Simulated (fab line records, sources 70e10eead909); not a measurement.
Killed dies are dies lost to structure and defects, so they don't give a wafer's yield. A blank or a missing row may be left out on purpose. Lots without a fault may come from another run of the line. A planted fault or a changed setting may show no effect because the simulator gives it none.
Chamber matching | flow nand_harc | NHARC_A_BONDPAD_ETCH_24 on rie_diel-07: 4 sister chambers
The step etches the open film in CF4/N2, target depth 30 nm, time 72.99 s. 8 wafers are shown with their chamber, then 6 later ones without.

WAFERS WITH THEIR CHAMBER
wafer  | chamber | drypump_motor_current_A (A) | rf_vpp_V (V)
L328.5 | 0       | 6.1                         | 313.4
L330.2 | 0       | 6.2                         | 312.0
L332.4 | 1       | 5.8                         | 316.3
L333.1 | 3       | 6.5                         | 313.6
L333.3 | 2       | 5.1                         | 313.4
L333.5 | 1       | 5.7                         | 316.1
L335.1 | 3       | 6.5                         | 314.6
L335.3 | 2       | 5.0                         | 314.7

WAFERS WITHOUT THEIR CHAMBER
wafer  | drypump_motor_current_A (A) | rf_vpp_V (V)
L335.6 | 6.1                         | 311.1
L336.1 | 5.1                         | 315.1
L336.4 | 6.1                         | 310.9
L336.6 | 6.5                         | 315.2
L347.4 | 6.5                         | 313.3
L347.6 | 6.6                         | 311.8

WHICH CHAMBER EACH WENT THROUGH
wafer  | from the rows above | in truth
L335.6 | 0                   | 0
L336.1 | 2                   | 2
L336.4 | 0                   | 0
L336.6 | 3                   | 3
L347.4 | 3                   | 3
L347.6 | 3                   | 3
Placed correctly: 6 of 6. Can't be placed from these rows: 0. Placed wrongly: 0.
How it was worked out, from the rows above alone: a wafer's distance from a chamber is the root of the sum, over the readings, of the square of ((its reading less the chamber's mean) divided by the reading's scatter). The wafer belongs to the nearest chamber; if the next one is less than 2 further off, it can't be placed. A chamber's mean is the mean of its shown wafers. The scatter: the root of (the sum of the squares of (reading less its chamber's mean) over the shown wafers, divided by (wafers less chambers)).
